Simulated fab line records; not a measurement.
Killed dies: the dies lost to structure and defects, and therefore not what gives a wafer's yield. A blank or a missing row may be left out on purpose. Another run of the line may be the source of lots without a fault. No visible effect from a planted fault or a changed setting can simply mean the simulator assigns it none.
fab line records	flow nand-harc
[record] lots = 24	wafers = 72	last-day = 33
route steps=1302 shown A_CHANNEL_FILL_D1@495 A_ONON_D2@546 A_CHANNEL_HOLE_D2@604 A_CHANNEL_FILL_D2@612
lots with no fault: from the same line, run without faults
start-h: hours from the record's opening day to when the first of the lot's shown wafers began	wait-h: hours elapsed since this lot's preceding step	" repeats the value in the row above	L1.1+2: one row covering several wafers at once	- no value present, or no start provided	* or withheld: withheld	< > ~ a bound
route shown NAME@n: a module of which the file shows steps, and the number in the route of the first	usual: mean/standard deviation taken from wafers without a fault	same: alike in all rows	chamber/n: place in a boat	sites: per-site readings	_std_site: standard deviation across them	_edge_site: outer sites' mean less inner sites'	radius-mm: how far each site lies from the wafer's centre	mask NAME#n: copy n	behind: the most recent tool/chamber to have shaped the wafer	hold: what put the lot on hold/how long, in hours/how the hold closed	device: transistor that didn't switch, given as n, p or np	end of line: the tests these same wafers got at the end of their route	a step given without rows: its recipe and nothing more	killed: not the wafer's yield, but the dies lost to structure and defects at the first sort	map: shows each die of a wafer: x if killed, . if not, _ if none is there
set.NAME: the setting as run; set.NAME@STEP: as run at that earlier step	model.NAME: the simulator's own value behind a step, which no gauge read
one table for each step of the route and one row for each wafer, over a sample of lots
services: when a tool's chamber went out of use (start-h, in hours from the record's first day, below 0 if earlier), for how many hours, and the reason
[[steps]]
[step NHARC_A_CHANNEL_FILL_D1_ALD_15]
[recipe] target-thk-a = 20	pulse-time-s = 60	ald-cycles = 19	temp-c = 630	pressure-torr = 2	material = SiNx
[usual] precursor-pulse-height-rel = 1.000/0.019
[same] ald-cycles = 19
lot.wafer	tool	chamber	start-h	wait-h	precursor-pulse-height-rel
L074.1	ald-sin-batch-02	0	-	-	1.016
L074.2	"	0	"	"	1.015
L074.4	"	0	"	"	0.992
L075.1	ald-sin-batch-03	0	-	-	1.005
L075.3	"	0	"	"	0.992
L075.6	"	0	"	"	1.017
L076.1	ald-sin-batch-03	0	-	-	0.987
L076.4	"	0	"	"	1.007
L076.5	"	0	"	"	0.994
L077.4	ald-sin-batch-02	0	-	-	0.978
L077.5	"	0	"	"	1.004
L077.6	"	0	"	"	0.978
L078.1	ald-sin-batch-02	0	-	-	1.030
L078.2	"	0	"	"	1.007
L078.6	"	0	"	"	1.001
L079.1	ald-sin-batch-02	0	-	-	0.986
L079.4	"	0	"	"	1.010
L079.6	"	0	"	"	0.986
L080.2	ald-sin-batch-02	0	-	-	1.051
L080.3	"	0	"	"	0.994
L080.5	"	0	"	"	1.014
L081.2	ald-sin-batch-03	0	-	-	0.991
L081.3	"	0	"	"	0.995
L081.4	"	0	"	"	0.995
L082.3	ald-sin-batch-03	0	-	-	1.001
L082.4	"	0	"	"	1.035
L082.5	"	0	"	"	1.023
L083.3	ald-sin-batch-03	0	-	-	0.988
L083.4	"	0	"	"	0.973
L083.6	"	0	"	"	0.958
L084.1	ald-sin-batch-01	0	-	-	1.004
L084.5	"	0	"	"	1.023
L084.6	"	0	"	"	0.979
L085.1	ald-sin-batch-01	0	-	-	1.033
L085.3	"	0	"	"	0.997
L085.4	"	0	"	"	0.993
L086.2	ald-sin-batch-01	0	-	-	1.010
L086.5	"	0	"	"	1.007
L086.6	"	0	"	"	1.009
L087.1	ald-sin-batch-01	0	-	-	1.006
L087.2	"	0	"	"	0.993
L087.6	"	0	"	"	0.964
L088.1	ald-sin-batch-01	0	-	-	0.998
L088.4	"	0	"	"	0.990
L088.5	"	0	"	"	0.986
L089.1	ald-sin-batch-01	0	-	-	1.016
L089.2	"	0	"	"	0.994
L089.6	"	0	"	"	1.012
L090.1	ald-sin-batch-03	0	-	-	0.996
L090.4	"	0	"	"	0.984
L090.6	"	0	"	"	0.962
L091.1	ald-sin-batch-03	0	-	-	0.967
L091.2	"	0	"	"	0.989
L091.4	"	0	"	"	0.987
L092.2	ald-sin-batch-02	0	-	-	1.031
L092.4	"	0	"	"	0.982
L092.6	"	0	"	"	1.016
L093.1	ald-sin-batch-02	0	-	-	1.038
L093.2	"	0	"	"	0.960
L093.5	"	0	"	"	0.995
L094.1	ald-sin-batch-02	0	405.96	3.2	1.041
L094.4	"	0	"	"	0.992
L094.5	"	0	"	"	0.978
L095.2	ald-sin-batch-03	0	414.73	4.0	1.022
L095.4	"	0	"	"	0.983
L095.5	"	0	"	"	0.999
L096.2	ald-sin-batch-02	0	419.96	3.3	0.978
L096.4	"	0	"	"	1.005
L096.6	"	0	"	"	1.006
L097.2	ald-sin-batch-03	0	-	-	0.978
L097.4	"	0	"	"	1.020
L097.6	"	0	"	"	0.998
[step NHARC_A_ONON_D2_THK_MEAS_02]
[recipe] thk-meas-gauge = ellipsometry
[usual] thk-nm = 999/10
lot.wafer	tool	chamber	start-h	wait-h	thk-nm
L074.1	film-metro-02	-	264.16	-	1010
L074.2	"	-	"	"	1007
L074.4	"	-	"	"	1006
L075.1	film-metro-01	-	281.20	-	999
L075.3	"	-	"	"	1000
L075.6	"	-	"	"	1003
L077.4	film-metro-02	-	302.29	-	991
L077.5	"	-	"	"	993
L077.6	"	-	"	"	993
L076.1	film-metro-01	-	302.40	-	1010
L076.4	"	-	"	"	1009
L076.5	"	-	"	"	1010
L078.1	film-metro-01	-	317.11	-	1005
L078.2	"	-	"	"	1003
L078.6	"	-	"	"	1005
L080.2	film-metro-02	-	324.21	-	1000
L080.3	"	-	"	"	1000
L080.5	"	-	"	"	999
L079.1	film-metro-01	-	324.28	-	994
L079.4	"	-	"	"	996
L079.6	"	-	"	"	996
L081.2	film-metro-01	-	346.92	-	1023
L081.3	"	-	"	"	1025
L081.4	"	-	"	"	1024
L082.3	film-metro-01	-	353.31	-	997
L082.4	"	-	"	"	998
L082.5	"	-	"	"	997
L083.3	film-metro-02	-	359.12	-	1006
L083.4	"	-	"	"	1004
L083.6	"	-	"	"	1006
L085.1	film-metro-01	-	378.08	-	991
L085.3	"	-	"	"	990
L085.4	"	-	"	"	991
L084.1	film-metro-01	-	378.15	-	986
L084.5	"	-	"	"	985
L084.6	"	-	"	"	986
L086.2	film-metro-02	-	390.54	-	994
L086.5	"	-	"	"	994
L086.6	"	-	"	"	991
L087.1	film-metro-02	-	398.87	-	996
L087.2	"	-	"	"	998
L087.6	"	-	"	"	996
L089.1	film-metro-01	-	422.36	-	1002
L089.2	"	-	"	"	1002
L089.6	"	-	"	"	1004
L088.1	film-metro-02	-	422.56	-	1004
L088.4	"	-	"	"	1002
L088.5	"	-	"	"	1002
L090.1	film-metro-02	-	436.22	-	993
L090.4	"	-	"	"	993
L090.6	"	-	"	"	994
L091.1	film-metro-01	-	436.23	-	991
L091.2	"	-	"	"	992
L091.4	"	-	"	"	990
L092.2	film-metro-02	-	448.08	-	1019
L092.4	"	-	"	"	1021
L092.6	"	-	"	"	1018
L093.1	film-metro-01	-	469.82	-	996
L093.2	"	-	"	"	994
L093.5	"	-	"	"	994
L094.1	film-metro-02	-	475.60	-	982
L094.4	"	-	"	"	983
L094.5	"	-	"	"	982
L095.2	film-metro-01	-	486.76	-	988
L095.4	"	-	"	"	987
L095.5	"	-	"	"	988
L096.2	film-metro-02	-	495.14	-	1003
L096.4	"	-	"	"	1001
L096.6	"	-	"	"	1002
L097.2	film-metro-01	-	495.27	-	987
L097.4	"	-	"	"	989
L097.6	"	-	"	"	988
[step NHARC_A_CHANNEL_HOLE_D2_STRIP_28]
[recipe] o2-flow-sccm = 500	ar-flow-sccm = 0	bias-w = 0	chemistry = O2
[usual] drypump-motor-current-A = 5.6/0.47	oes-product-au = 1.003/0.0072	rf-vpp-V = 57.8/0.9	showerhead-plenum-p-Torr = 3.54/0.14	throttle-valve-pct = 17.037/0.0092
lot.wafer	tool	chamber	start-h	wait-h	drypump-motor-current-A	oes-product-au	rf-hours-counter-h	rf-vpp-V	showerhead-plenum-p-Torr	throttle-valve-pct
L074.2	rie-diel-10	0	-	-	6.2	1.017	3	59.5	3.73	17.032
L074.4	"	1	"	"	5.6	1.011	4	58.1	3.42	17.037
L074.1	"	2	"	"	6.4	1.014	4	58.7	3.59	17.041
L075.1	rie-diel-02	1	-	-	4.9	0.992	5	59.0	3.77	17.036
L075.3	"	2	"	"	5.7	0.998	4	56.8	3.38	17.035
L075.6	"	0	"	"	5.2	1.013	-	58.4	3.65	17.043
L077.4	rie-diel-10	0	-	-	6.2	1.000	7	58.2	3.73	17.047
L077.5	"	3	"	"	5.2	1.001	-	56.0	3.62	17.023
L077.6	"	0	"	"	6.2	1.004	-	58.8	3.73	17.049
L076.1	rie-diel-02	3	-	-	5.9	0.996	5	58.5	3.51	17.035
L076.4	"	1	"	"	5.0	0.999	6	58.4	3.77	17.058
L076.5	"	2	"	"	5.7	0.996	-	57.1	3.38	17.038
L078.2	rie-diel-02	3	-	-	5.9	0.997	6	57.6	3.51	17.049
L078.1	"	0	"	"	5.2	0.999	7	58.0	3.65	17.039
L078.6	"	2	"	"	5.8	0.995	-	57.5	3.38	17.038
L080.3	rie-diel-10	0	-	-	6.2	1.013	10	56.9	3.73	17.041
L080.2	"	1	"	"	5.7	1.008	11	58.5	3.42	17.032
L080.5	"	2	"	"	6.3	1.011	-	58.2	3.58	17.029
L079.1	rie-diel-11	3	-	-	6.1	1.008	3	57.2	3.35	17.030
L079.4	"	0	"	"	5.1	0.994	2	58.3	3.40	17.031
L079.6	"	0	"	"	5.1	0.994	-	58.2	3.40	17.026
L081.4	rie-diel-10	0	-	-	6.2	1.004	11	57.3	3.73	17.040
L081.3	"	2	"	"	6.4	1.006	10	57.8	3.58	17.033
L081.2	"	3	"	"	5.2	0.999	8	58.8	3.62	17.041
L082.3	rie-diel-02	2	-	-	5.7	1.006	9	58.3	3.38	17.027
L082.4	"	3	"	"	5.9	1.005	8	57.9	3.50	17.052
L082.5	"	3	"	"	5.9	1.004	-	57.2	3.50	17.014
L083.4	rie-diel-10	1	-	-	5.6	0.992	12	57.3	3.42	17.036
L083.3	"	3	"	"	5.2	1.003	8	58.0	3.62	17.024
L083.6	"	1	"	"	5.6	1.012	-	56.1	3.42	17.051
L084.1	rie-diel-02	2	-	-	5.7	0.997	0	58.5	3.38	17.040
L084.6	"	2	"	"	5.7	1.004	-	59.1	3.38	17.026
L084.5	"	3	"	"	5.9	0.994	-	56.7	3.50	17.019
L085.1	rie-diel-02	0	-	-	5.2	1.013	0	58.8	3.65	17.035
L085.4	"	1	"	"	4.9	0.995	0	56.6	3.76	17.028
L085.3	"	2	"	"	5.7	1.004	0	56.5	3.38	17.047
L086.2	rie-diel-10	2	-	-	6.4	1.014	11	56.9	3.58	17.041
L086.6	"	2	"	"	6.4	1.011	-	58.5	3.58	17.042
L086.5	"	3	"	"	5.2	0.999	-	58.7	3.62	17.040
L087.2	rie-diel-11	0	-	-	5.1	1.009	8	57.6	3.39	17.041
L087.1	"	1	"	"	4.9	1.006	7	57.9	3.52	17.046
L087.6	"	3	"	"	6.1	1.008	-	57.6	3.35	17.025
L088.1	rie-diel-02	0	-	-	5.2	1.008	1	57.2	3.64	17.041
L088.4	"	1	"	"	5.0	0.998	1	57.2	3.76	17.043
L088.5	"	3	"	"	5.9	0.991	-	57.9	3.50	17.019
L089.1	rie-diel-11	3	-	-	6.1	1.000	1	56.5	3.34	17.037
L089.2	"	0	"	"	5.2	0.999	1	58.3	3.39	17.039
L089.6	"	0	"	"	5.2	1.008	-	57.2	3.39	17.049
L090.1	rie-diel-02	1	-	-	4.9	1.004	2	59.0	3.76	17.048
L090.4	"	3	"	"	5.8	0.995	2	57.9	3.50	17.028
L090.6	"	2	"	"	5.7	0.999	-	56.5	3.37	17.050
L091.1	rie-diel-11	1	-	-	5.0	1.007	1	57.9	3.52	17.053
L091.4	"	2	"	"	6.0	0.994	1	58.4	3.56	17.041
L091.2	"	0	"	"	5.1	0.998	1	57.5	3.39	17.022
L092.2	rie-diel-02	1	-	-	4.9	1.005	3	57.0	3.76	17.010
L092.4	"	2	"	"	5.7	1.015	3	57.9	3.37	17.043
L092.6	"	2	"	"	5.7	1.000	-	57.1	3.37	17.044
L093.2	rie-diel-02	3	-	-	5.9	1.000	4	58.1	3.50	17.035
L093.1	"	2	"	"	5.7	0.997	4	56.5	3.37	17.024
L093.5	"	3	"	"	5.9	0.999	-	57.5	3.50	17.039
L094.1	rie-diel-11	0	-	-	5.2	1.002	3	57.7	3.39	17.037
L094.4	"	1	"	"	5.0	1.002	3	58.0	3.52	17.038
L094.5	"	3	"	"	6.1	0.996	-	57.1	3.34	17.052
L095.2	rie-diel-10	2	-	-	6.4	1.008	6	59.1	3.58	17.036
L095.4	"	3	"	"	5.2	1.009	4	57.5	3.62	17.029
L095.5	"	1	"	"	5.6	1.010	-	56.7	3.42	17.037
L096.2	rie-diel-10	3	-	-	5.2	1.016	4	58.1	3.61	17.019
L096.4	"	1	"	"	5.6	1.005	6	58.4	3.42	17.035
L096.6	"	0	"	"	6.2	1.014	-	57.6	3.73	17.030
L097.2	rie-diel-11	0	-	-	5.1	0.995	4	57.5	3.39	17.031
L097.4	"	1	"	"	4.9	0.999	4	57.9	3.52	17.045
L097.6	"	3	"	"	6.1	0.991	-	57.0	3.34	17.023
[step NHARC_A_CHANNEL_FILL_D2_ALD_02]
[recipe] target-thk-a = 60	pulse-time-s = 10	ald-cycles = 60	temp-c = 300	material = SiO2
[usual] heater-power-w = 470/57	precursor-pulse-height-rel = 0.999/0.02
[same] ald-cycles = 60
lot.wafer	tool	chamber	start-h	wait-h	heater-power-w	precursor-pulse-height-rel
L074.4	ald-hk-04	1	287.44	-	426	0.950
L074.2	"	2	"	"	380	1.013
L074.1	"	0	"	"	548	0.991
L075.1	ald-hk-03	2	305.74	-	493	1.010
L075.3	"	3	"	"	447	0.977
L075.6	"	1	"	"	445	1.009
L077.4	ald-hk-01	1	325.36	-	472	0.994
L077.5	"	0	"	"	467	1.019
L077.6	"	1	"	"	475	1.012
L076.4	ald-hk-01	1	326.74	-	463	0.992
L076.1	"	2	"	"	526	0.973
L076.5	"	0	"	"	468	1.026
L078.1	ald-hk-04	0	344.35	-	530	0.992
L078.2	"	1	"	"	423	0.996
L078.6	"	1	"	"	430	1.001
L080.3	ald-hk-03	0	348.80	-	568	0.995
L080.2	"	1	"	"	435	1.008
L080.5	"	0	"	"	556	1.036
L079.1	ald-hk-04	1	349.74	-	419	1.013
L079.4	"	3	"	"	504	1.015
L079.6	"	0	"	"	553	1.035
L081.4	ald-hk-04	2	371.78	-	378	1.015
L081.2	"	0	"	"	537	0.982
L081.3	"	1	"	"	449	0.985
L082.3	ald-hk-03	0	375.81	-	566	0.969
L082.4	"	1	"	"	448	0.992
L082.5	"	3	"	"	441	1.017
L083.4	ald-hk-01	1	387.68	-	452	1.004
L083.3	"	2	"	"	509	0.985
L083.6	"	0	"	"	473	0.980
L084.1	ald-hk-04	2	404.62	-	384	1.008
L084.5	"	2	"	"	398	1.006
L084.6	"	3	"	"	506	0.980
L085.4	ald-hk-01	1	407.74	-	471	1.012
L085.1	"	2	"	"	516	1.025
L085.3	"	0	"	"	473	0.983
L086.2	ald-hk-01	3	413.43	-	377	1.010
L086.5	"	2	"	"	524	1.012
L086.6	"	3	"	"	395	1.014
L087.1	ald-hk-04	2	421.95	-	379	1.007
L087.2	"	3	"	"	513	1.004
L087.6	"	2	"	"	382	0.969
L088.1	ald-hk-03	3	449.83	-	440	0.938
L088.4	"	1	"	"	461	0.981
L088.5	"	3	"	"	432	1.012
L089.2	ald-hk-03	2	450.27	-	514	0.987
L089.1	"	0	"	"	609	1.029
L089.6	"	1	"	"	453	1.003
L090.4	ald-hk-01	1	459.93	-	463	0.975
L090.1	"	0	"	"	467	1.003
L090.6	"	2	"	"	515	1.007
L091.4	ald-hk-04	3	460.41	-	497	1.039
L091.2	"	0	"	"	534	0.991
L091.1	"	1	"	"	435	1.007
L092.4	ald-hk-03	2	472.70	-	509	1.001
L092.2	"	0	"	"	608	0.963
L092.6	"	2	"	"	502	1.025
L093.2	ald-hk-01	0	496.97	-	495	0.954
L093.1	"	1	"	"	487	0.996
L093.5	"	0	"	"	499	0.991
L094.4	ald-hk-01	1	497.65	-	476	1.019
L094.1	"	3	"	"	377	0.948
L094.5	"	0	"	"	497	1.017
L095.2	ald-hk-04	0	513.26	-	540	1.005
L095.4	"	2	"	"	367	0.997
L095.5	"	1	"	"	436	0.991
L096.4	ald-hk-01	1	518.34	-	473	1.011
L096.2	"	3	"	"	372	0.992
L096.6	"	1	"	"	470	0.991
L097.2	ald-hk-04	0	518.42	-	530	1.012
L097.4	"	3	"	"	499	1.013
L097.6	"	0	"	"	544	0.990
[step NHARC_A_CHANNEL_FILL_D2_ALD_15]
[recipe] target-thk-a = 20	pulse-time-s = 60	ald-cycles = 19	temp-c = 630	pressure-torr = 2	material = SiNx
[usual] precursor-pulse-height-rel = 1.000/0.021
[same] ald-cycles = 19
lot.wafer	tool	chamber	start-h	wait-h	precursor-pulse-height-rel
L074.1	ald-sin-batch-03	0	-	-	0.997
L074.2	"	0	"	"	0.992
L074.4	"	0	"	"	0.980
L075.1	ald-sin-batch-02	0	-	-	1.021
L075.3	"	0	"	"	0.973
L075.6	"	0	"	"	0.976
L076.1	ald-sin-batch-01	0	-	-	1.006
L076.4	"	0	"	"	0.994
L076.5	"	0	"	"	1.031
L077.4	ald-sin-batch-01	0	-	-	0.969
L077.5	"	0	"	"	1.026
L077.6	"	0	"	"	0.984
L078.1	ald-sin-batch-02	0	-	-	0.990
L078.2	"	0	"	"	1.028
L078.6	"	0	"	"	1.040
L079.1	ald-sin-batch-01	0	-	-	0.997
L079.4	"	0	"	"	1.003
L079.6	"	0	"	"	0.984
L080.2	ald-sin-batch-01	0	-	-	1.022
L080.3	"	0	"	"	0.950
L080.5	"	0	"	"	1.001
L081.2	ald-sin-batch-02	0	-	-	1.046
L081.3	"	0	"	"	0.986
L081.4	"	0	"	"	0.998
L082.3	ald-sin-batch-01	0	-	-	1.000
L082.4	"	0	"	"	1.038
L082.5	"	0	"	"	1.018
L083.3	ald-sin-batch-01	0	-	-	0.964
L083.4	"	0	"	"	0.998
L083.6	"	0	"	"	1.000
L084.1	ald-sin-batch-02	0	-	-	0.979
L084.5	"	0	"	"	1.011
L084.6	"	0	"	"	0.989
L085.1	ald-sin-batch-02	0	-	-	1.007
L085.3	"	0	"	"	0.993
L085.4	"	0	"	"	1.028
L086.2	ald-sin-batch-01	0	-	-	1.007
L086.5	"	0	"	"	0.983
L086.6	"	0	"	"	1.003
L087.1	ald-sin-batch-01	0	-	-	1.008
L087.2	"	0	"	"	0.997
L087.6	"	0	"	"	1.026
L088.1	ald-sin-batch-02	0	-	-	0.980
L088.4	"	0	"	"	0.989
L088.5	"	0	"	"	0.988
L089.1	ald-sin-batch-02	0	-	-	1.018
L089.2	"	0	"	"	1.046
L089.6	"	0	"	"	1.006
L090.1	ald-sin-batch-02	0	-	-	1.009
L090.4	"	0	"	"	1.013
L090.6	"	0	"	"	1.003
L091.1	ald-sin-batch-02	0	-	-	0.962
L091.2	"	0	"	"	1.002
L091.4	"	0	"	"	1.015
L092.2	ald-sin-batch-01	0	-	-	0.969
L092.4	"	0	"	"	0.995
L092.6	"	0	"	"	0.984
L093.1	ald-sin-batch-02	0	-	-	0.984
L093.2	"	0	"	"	1.017
L093.5	"	0	"	"	1.053
L094.1	ald-sin-batch-02	0	-	-	1.004
L094.4	"	0	"	"	1.012
L094.5	"	0	"	"	1.002
L095.2	ald-sin-batch-03	0	-	-	0.997
L095.4	"	0	"	"	0.982
L095.5	"	0	"	"	1.015
L096.2	ald-sin-batch-02	0	-	-	1.013
L096.4	"	0	"	"	0.985
L096.6	"	0	"	"	0.981
L097.2	ald-sin-batch-02	0	-	-	0.978
L097.4	"	0	"	"	0.962
L097.6	"	0	"	"	1.007
[step NHARC_A_CHANNEL_FILL_D2_STRIP_28]
[recipe] time-s = 20	o2-flow-sccm = 500	ar-flow-sccm = 0	bias-w = 0	chemistry = O2
[usual] drypump-motor-current-A = 5.5/0.46	oes-product-au = 1.003/0.0076	rf-vpp-V = 57.8/0.81	showerhead-plenum-p-Torr = 3.56/0.14	throttle-valve-pct = 17.038/0.0091
lot.wafer	tool	chamber	start-h	wait-h	drypump-motor-current-A	oes-product-au	rf-hours-counter-h	rf-vpp-V	showerhead-plenum-p-Torr	throttle-valve-pct
L074.2	rie-diel-07	0	311.98	0.1	5.9	1.002	1.6	58.8	3.39	17.046
L074.1	"	1	"	"	5.3	1.002	1.8	57.9	3.45	17.038
L074.4	"	3	"	"	5.3	0.991	-	57.3	3.52	17.039
L075.3	rie-diel-13	3	332.03	0.1	5.8	1.001	3.7	58.6	3.74	17.059
L075.1	"	0	"	"	6.0	1.011	3.1	57.9	3.59	17.032
L075.6	"	0	"	"	6.0	1.007	-	57.5	3.59	17.035
L076.1	rie-diel-07	1	349.51	0.1	5.4	0.998	7.5	57.2	3.45	17.024
L076.4	"	3	"	"	5.4	1.018	8.1	57.5	3.52	17.044
L076.5	"	0	"	"	5.8	1.020	-	58.6	3.39	17.049
L077.4	rie-diel-07	3	349.55	0.1	5.3	0.999	8.1	59.2	3.52	17.029
L077.5	"	1	"	"	5.4	0.993	-	57.4	3.45	17.038
L077.6	"	2	"	"	5.3	1.007	-	56.2	3.55	17.044
L078.2	rie-diel-13	3	368.75	0.1	5.8	1.007	0.7	58.7	3.74	17.052
L078.1	"	0	"	"	6.0	1.008	0.6	57.5	3.59	17.042
L078.6	"	2	"	"	5.1	1.018	-	58.0	3.46	17.033
L079.4	rie-diel-06	3	372.94	0.1	4.6	0.991	1.4	58.2	3.54	17.036
L079.1	"	1	"	"	5.9	1.004	1.5	57.8	3.57	17.038
L079.6	"	3	"	"	4.6	0.990	-	58.0	3.54	17.035
L080.2	rie-diel-13	1	372.94	0.1	5.4	1.008	0.6	59.4	3.75	17.029
L080.3	"	2	"	"	5.1	1.008	0.8	56.7	3.47	17.029
L080.5	"	1	"	"	5.4	1.010	-	59.8	3.75	17.016
L081.3	rie-diel-13	1	397.07	0.1	5.4	1.000	1.4	57.4	3.75	17.045
L081.2	"	2	"	"	5.1	1.003	1.5	58.8	3.46	17.055
L081.4	"	3	"	"	5.8	1.011	-	59.0	3.74	17.033
L082.3	rie-diel-06	0	401.61	0.1	6.2	1.000	2.2	58.0	3.73	17.047
L082.4	"	1	"	"	6.0	1.007	2.3	57.0	3.57	17.035
L082.5	"	0	"	"	6.1	0.996	-	57.4	3.73	17.023
L083.3	rie-diel-06	2	412.20	0.1	5.5	1.002	2.3	58.2	3.32	17.036
L083.4	"	1	"	"	5.9	1.002	2.6	59.1	3.57	17.062
L083.6	"	3	"	"	4.7	1.000	-	56.1	3.54	17.043
L085.3	rie-diel-13	0	430.69	0.1	6.0	1.009	1.5	58.7	3.59	17.032
L085.1	"	2	"	"	5.1	1.011	2.1	58.5	3.46	17.029
L085.4	"	3	"	"	5.8	0.991	2.1	59.0	3.74	17.020
L084.1	rie-diel-06	3	430.69	0.1	4.6	1.000	2.3	58.6	3.54	17.021
L084.6	"	2	"	"	5.5	1.002	-	57.3	3.32	17.042
L084.5	"	3	"	"	4.6	1.004	-	56.8	3.54	17.035
L086.2	rie-diel-13	0	437.04	0.1	6.0	1.004	1.5	57.6	3.59	17.047
L086.6	"	3	"	"	5.8	0.995	-	57.5	3.74	17.034
L086.5	"	0	"	"	6.0	1.004	-	57.9	3.59	17.036
L087.2	rie-diel-06	3	446.66	0.1	4.7	1.002	2.4	57.5	3.54	17.043
L087.1	"	0	"	"	6.2	1.001	2.7	58.5	3.72	17.037
L087.6	"	2	"	"	5.5	1.012	-	57.0	3.32	17.031
L088.1	rie-diel-13	3	473.96	0.1	5.9	1.003	3.6	57.9	3.74	17.040
L088.4	"	2	"	"	5.1	1.007	3.2	58.4	3.46	17.041
L088.5	"	3	"	"	5.8	0.992	-	58.7	3.74	17.039
L089.2	rie-diel-06	0	473.97	0.1	6.1	0.991	4.2	57.1	3.72	17.027
L089.1	"	1	"	"	6.0	0.995	4.5	56.9	3.57	17.021
L089.6	"	2	"	"	5.5	1.001	-	56.4	3.31	17.045
L091.1	rie-diel-13	3	484.42	0.1	5.8	0.992	4.1	57.9	3.74	17.043
L091.4	"	1	"	"	5.4	0.988	3.6	60.6	3.75	17.033
L091.2	"	2	"	"	5.1	1.005	3.7	57.8	3.46	17.040
L090.4	rie-diel-07	2	484.42	0.1	5.3	1.007	0.4	58.5	3.54	17.037
L090.1	"	3	"	"	5.3	1.009	0.3	57.5	3.51	17.031
L090.6	"	1	"	"	5.3	1.008	-	55.9	3.43	17.031
L092.2	rie-diel-06	0	500.16	0.1	6.1	1.006	0.4	57.8	3.72	17.038
L092.4	"	1	"	"	6.0	1.020	0.5	58.9	3.57	17.046
L092.6	"	1	"	"	6.0	1.006	-	57.7	3.57	17.034
L094.4	rie-diel-06	3	521.31	0.1	4.6	1.013	0.9	57.7	3.54	17.034
L094.1	"	0	"	"	6.2	0.994	0.9	58.3	3.72	17.034
L094.5	"	3	"	"	4.7	1.011	-	58.4	3.54	17.041
L093.1	rie-diel-06	1	521.34	0.1	5.9	1.013	1.1	57.3	3.57	17.053
L093.2	"	3	"	"	4.6	1.003	0.9	57.4	3.54	17.028
L093.5	"	2	"	"	5.5	1.010	-	56.5	3.31	17.044
L095.2	rie-diel-06	2	537.64	0.1	5.5	1.010	1.5	58.4	3.31	17.030
L095.4	"	3	"	"	4.7	1.006	1.3	59.5	3.54	17.047
L095.5	"	2	"	"	5.5	0.999	-	57.7	3.31	17.045
L097.2	rie-diel-06	3	542.50	0.1	4.6	1.006	1.4	57.5	3.54	17.046
L097.4	"	1	"	"	6.0	1.000	1.5	59.1	3.57	17.046
L097.6	"	0	"	"	6.2	1.010	-	57.1	3.72	17.034
L096.2	rie-diel-13	0	542.51	0.1	6.0	1.004	0.5	57.7	3.59	17.035
L096.4	"	1	"	"	5.4	1.000	0.5	56.0	3.75	17.043
L096.6	"	2	"	"	5.1	1.001	-	57.6	3.46	17.031
[[services]]
tool	chamber	start-h	hours	kind
rie-diel-02	3	179.11	15.8	repair
rie-diel-13	0	185.99	8.2	repair
rie-diel-02	3	205.51	12.6	repair
ald-sin-batch-02	-	208.26	15.9	repair
rie-diel-02	-	216.70	9.0	pm
rie-diel-06	1	254.48	9.7	repair
ald-sin-batch-02	-	266.90	26.0	pm
ald-hk-01	-	272.87	2.3	repair
rie-diel-06	2	276.16	15.3	repair
ald-hk-01	-	299.92	10.0	pm
rie-diel-06	-	307.21	9.0	pm
rie-diel-02	-	309.43	2.4	repair
ald-hk-01	-	322.13	2.1	repair
rie-diel-13	-	342.00	9.0	pm
ald-hk-04	-	366.28	2.0	repair
rie-diel-13	0	388.47	21.6	repair
rie-diel-02	-	393.70	9.0	pm
rie-diel-06	3	402.09	3.4	repair
ald-sin-batch-01	-	404.89	12.8	repair
rie-diel-02	1	433.31	2.9	repair
ald-sin-batch-02	-	439.54	3.1	repair
rie-diel-06	-	484.21	9.0	pm
rie-diel-02	1	495.57	9.1	repair
ald-sin-batch-01	-	506.00	26.0	pm
[[key]]
fault none
